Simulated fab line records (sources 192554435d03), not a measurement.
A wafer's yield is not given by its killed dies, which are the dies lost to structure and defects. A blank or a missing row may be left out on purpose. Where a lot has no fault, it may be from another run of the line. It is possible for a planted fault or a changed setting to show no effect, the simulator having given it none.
Which tool is to blame? | flow n5 finfet | 9 lots with 27 wafers sampled at 6 steps, on a route of 1938 steps

## WHAT THE GAUGES SHOWED, per wafer
N5_BEOL_M4_RC_MEAS_101. Usual: DIBL_N 35.8 mV/V, standard deviation 1.6; DIBL_P 36.0 mV/V, standard deviation 2.1; IOFF_N 0.153 nA/um, standard deviation 0.026; IOFF_P 0.21 nA/um, standard deviation 0.037; ION_N 673 uA/um, standard deviation 11; ION_P 462 uA/um, standard deviation 7.6; SS_N 71.4 mV/dec, standard deviation 0.53; SS_P 73.2 mV/dec, standard deviation 0.67; VT_N 250 mV, standard deviation 3.2; VT_P -250 mV, standard deviation 3.7.
lot  | measured     | on        | DIBL_N (mV/V)  | DIBL_P (mV/V)  | IOFF_N (nA/um)    | IOFF_P (nA/um) | ION_N (uA/um) | ION_P (uA/um) | SS_N (mV/dec)  | SS_P (mV/dec)  | VT_N (mV)   | VT_P (mV)      | flag
L624 | day 8 23:57  | prober-01 | 36.7 37.7 35.7 | 38.9 40.2 37.7 | 0.176 0.201 0.146 | 0.28 0.32 0.26 | 693 682 673   | 472 477 470   | 71.4 72.1 71.0 | 74.1 74.1 73.2 | 250 246 252 | -243 -240 -244 |
L626 | day 9 06:08  | prober-01 | 37.5 37.4 36.8 | 36.1 36.3 35.5 | 0.193 0.183 0.180 | 0.24 0.25 0.24 | 691 685 697   | 468 471 476   | 71.4 70.9 70.6 | 73.7 73.9 72.9 | 245 246 245 | -246 -243 -243 |
L628 | day 9 15:37  | prober-02 | 37.0 35.2 35.6 | 38.7 35.6 36.5 | 0.192 0.153 0.159 | 0.25 0.20 0.21 | 690 680 670   | 467 464 463   | 71.4 71.2 71.8 | 73.6 73.2 72.8 | 248 250 252 | -247 -253 -250 |
L636 | day 11 09:40 | prober-02 | 38.2 36.9 35.5 | 38.4 36.4 36.7 | 0.195 0.161 0.151 | 0.25 0.22 0.23 | 687 676 679   | 470 463 468   | 71.4 71.7 71.4 | 74.1 73.1 73.3 | 247 248 249 | -247 -247 -247 |
L643 | day 13 14:24 | prober-02 | 37.5 38.3 38.3 | 38.2 39.0 38.8 | 0.156 0.157 0.167 | 0.21 0.24 0.22 | 668 672 674   | 458 469 458   | 71.6 71.8 71.5 | 73.6 74.3 73.8 | 251 252 248 | -251 -250 -249 |
L644 | day 13 14:36 | prober-01 | 33.2 34.2 37.3 | 32.0 32.8 37.4 | 0.110 0.118 0.188 | 0.15 0.15 0.24 | 664 667 685   | 457 458 467   | 70.9 71.0 71.0 | 71.6 72.4 73.3 | 256 253 246 | -254 -256 -250 |
L645 | day 13 18:08 | prober-01 | 38.3 34.6 35.0 | 36.3 32.5 33.8 | 0.182 0.124 0.136 | 0.21 0.17 0.18 | 675 668 665   | 454 456 461   | 71.5 71.3 71.1 | 73.9 72.6 73.1 | 248 254 249 | -251 -253 -253 |

## EACH LOT AND THE TOOL THAT RAN IT (in order: tool; ch and the chambers of the sampled wafers; start)
lot  | N5_BEOL_M0_HM_OPEN_105            | N5_BEOL_M0_ALD_136                  | N5_BEOL_M0_SPUTTER_116       | N5_BEOL_M0_ANNEAL_135        | N5_BEOL_M0_CMP_120
L624 | rie metal-02 ch 0,1, day 6 14:50  | ald metal-02 ch 0,2,3, day 6 18:34  | pvd sputter-02, day 6 19:09  | pvd sputter-02, day 6 19:28  | cmp-02 ch 0,2, day 6 20:10
L626 | rie metal-03 ch 0,1, day 6 17:57  | ald metal-02 ch 1,2, day 6 19:51    | pvd sputter-03, day 6 20:27  | pvd sputter-03, day 6 20:46  | cmp-02 ch 0,3, day 6 21:18
L628 | rie metal-01 ch 0,1, day 7 14:44  | ald metal-02 ch 0,1,2, day 7 16:05  | pvd sputter-02, day 7 16:43  | pvd sputter-02, day 7 17:02  | cmp-01 ch 2,3, day 7 17:38
L633 | rie metal-03 ch 0,1, day 8 20:27  | ald metal-04 ch 0,1,2, day 8 23:17  | pvd sputter-02, day 8 23:46  | pvd sputter-02, day 9 00:05  | cmp-02 ch 0,1,3, day 9 00:47
L634 | rie metal-02 ch 1, day 9 00:35    | ald metal-02 ch 1,2,3, day 9 02:07  | pvd sputter-03, day 9 02:36  | pvd sputter-03, day 9 02:55  | cmp-01 ch 0,1,3, day 9 03:39
L636 | rie metal-02 ch 1, day 9 07:01    | ald metal-04 ch 0,1, day 9 08:31    | pvd sputter-03, day 9 09:04  | pvd sputter-03, day 9 09:23  | cmp-01 ch 1,3, day 9 09:57
L643 | rie metal-03 ch 0,1, day 11 00:22 | ald metal-02 ch 0,1,2, day 11 01:37 | pvd sputter-02, day 11 03:37 | pvd sputter-02, day 11 03:56 | cmp-03 ch 0,1,2, day 11 04:38
L644 | rie metal-02 ch 0,1, day 11 13:12 | ald metal-02 ch 0,1, day 11 14:27   | pvd sputter-02, day 11 15:17 | pvd sputter-02, day 11 15:37 | cmp-01 ch 0,1,3, day 11 16:13
L645 | rie metal-03 ch 0,1, day 11 15:46 | ald metal-04 ch 0,2,3, day 11 16:56 | pvd sputter-02, day 11 17:32 | pvd sputter-02, day 11 17:51 | cmp-03 ch 0,1,3, day 11 20:07
- N5_BEOL_M0_HM_OPEN_105: chemistry Cl2/BCl3, target TiN, target depth 12 nm.
- N5_BEOL_M0_ALD_136: deposits TaN, pulse time 2 s, purge time 3 s, co reactant purge time 2 s.
- N5_BEOL_M0_SPUTTER_116: material Cu, target thk 4 nm, time 7.37 s.
- N5_BEOL_M0_ANNEAL_135: time 60 s.
- N5_BEOL_M0_CMP_120: polishes, stops on SiOC, t overpolish 6.9 s.

## AS READ BY THE TOOLS THEMSELVES (means over the sampled wafers that have a number; for cases with no such wafer, the mark the record gives instead)
N5_BEOL_M0_HM_OPEN_105. Usual: drypump motor current A 5.5 A, standard deviation 0.4; oes product au 0.80 a.u., standard deviation 0.1; throttle valve pct 21.89 %, standard deviation 0.16.
lot  | tool         | drypump motor current A (A) | oes product au (a.u.) | throttle valve pct (%) | flag
L624 | rie metal-02 | 5.4                         | 0.77                  | 21.89                  |
L626 | rie metal-03 | 5.7                         | 0.69                  | 22.05                  |
L628 | rie metal-01 | 5.2                         | 0.85                  | 21.90                  |
L633 | rie metal-03 | 5.7                         | 0.81                  | 21.86                  |
L634 | rie metal-02 | 5.1                         | 0.82                  | 21.77                  |
L636 | rie metal-02 | 5.2                         | 0.82                  | 21.76                  |
L643 | rie metal-03 | 5.7                         | 0.77                  | 21.89                  |
L644 | rie metal-02 | 5.4                         | 0.84                  | 21.80                  |
L645 | rie metal-03 | 5.7                         | 0.77                  | 21.89                  |

N5_BEOL_M0_ALD_136. Usual: chamber pressure Torr 3.001 Torr, standard deviation 0.0062; heater power w 442 W, standard deviation 37; precursor vessel temp c 74.99 C, standard deviation 0.13.
lot  | tool         | chamber pressure Torr (Torr) | heater power w (W) | precursor vessel temp c (C) | flag
L624 | ald metal-02 | 3.000                        | 461                | 75.01                       |
L626 | ald metal-02 | 3.003                        | 439                | 74.97                       |
L628 | ald metal-02 | 2.997                        | 431                | 75.04                       |
L633 | ald metal-04 | -                            | -                  | -                           | OFF
L634 | ald metal-02 | -                            | -                  | -                           | OFF
L636 | ald metal-04 | 3.005                        | 448                | 74.92                       |
L643 | ald metal-02 | 2.997                        | 425                | 74.82                       |
L644 | ald metal-02 | 3.003                        | 415                | 74.85                       |
L645 | ald metal-04 | 2.998                        | 463                | 75.11                       |

N5_BEOL_M0_SPUTTER_116. Usual: throttle valve pct at 30.0 %, with a standard deviation of 1.2.
lot  | tool           | throttle valve pct (%) | flag
L624 | pvd sputter-02 | 30.9                   |
L626 | pvd sputter-03 | 29.1                   |
L628 | pvd sputter-02 | 30.7                   |
L633 | pvd sputter-02 | 30.8                   |
L634 | pvd sputter-03 | 28.6                   |
L636 | pvd sputter-03 | 29.2                   |
L643 | pvd sputter-02 | 30.8                   |
L644 | pvd sputter-02 | 31.0                   |
L645 | pvd sputter-02 | 30.8                   |

N5_BEOL_M0_ANNEAL_135. Usual: heater power w at 846 W, with a standard deviation of 64.
lot  | tool           | heater power w (W) | flag
L624 | pvd sputter-02 | 884                |
L626 | pvd sputter-03 | 797                |
L628 | pvd sputter-02 | 887                |
L633 | pvd sputter-02 | 885                |
L634 | pvd sputter-03 | 772                |
L636 | pvd sputter-03 | 814                |
L643 | pvd sputter-02 | 882                |
L644 | pvd sputter-02 | 868                |
L645 | pvd sputter-02 | 876                |

N5_BEOL_M0_CMP_120. Usual: barrier field endpoint s 3.58 s, standard deviation 0.13; edge zone pressure frac 1.000, standard deviation 0.0049; motor current A 6.2 A, standard deviation 0.6.
lot  | tool   | barrier field endpoint s (s) | edge zone pressure frac | motor current A (A) | flag
L624 | cmp-02 | 3.83                         | 1.004                   | 6.0                 |
L626 | cmp-02 | 3.63                         | 1.003                   | 6.2                 |
L628 | cmp-01 | 3.54                         | 0.996                   | 6.0                 |
L633 | cmp-02 | 1.81                         | 1.000                   | 6.0                 | OFF
L634 | cmp-01 | 1.71                         | 0.998                   | 6.6                 | OFF
L636 | cmp-01 | 3.58                         | 1.000                   | 6.4                 |
L643 | cmp-03 | 3.75                         | 1.002                   | 6.2                 |
L644 | cmp-01 | 3.64                         | 0.997                   | 6.5                 |
L645 | cmp-03 | 3.64                         | 0.995                   | 5.9                 |

## THE ANSWER, worked out from the rows above alone
Rule: a lot counts as off when the mean over its wafers that have a number is more than 3 standard deviations away from the usual mean. A lot without any number at a reading at which 4 lots or more have one is off too. The other lots that the step has rows for count as sound. Order of review: gauges by route order, followed by the tools' own readings, for which a lot's mean as printed above is used. At the first step where some lot is off, the reading lying furthest off is the one used; lots without a number count as furthest.
Off: L633, L634, at N5_BEOL_M0_ALD_136 (chamber pressure Torr). Without a number there: L633, L634.
If a tool, at that step or one of the process steps before it, ran each lot that is off and ran no sound lot following the first of them, it fits. No candidate that was tried fits.

## WHAT HAD BEEN PUT IN BY THE SIMULATOR
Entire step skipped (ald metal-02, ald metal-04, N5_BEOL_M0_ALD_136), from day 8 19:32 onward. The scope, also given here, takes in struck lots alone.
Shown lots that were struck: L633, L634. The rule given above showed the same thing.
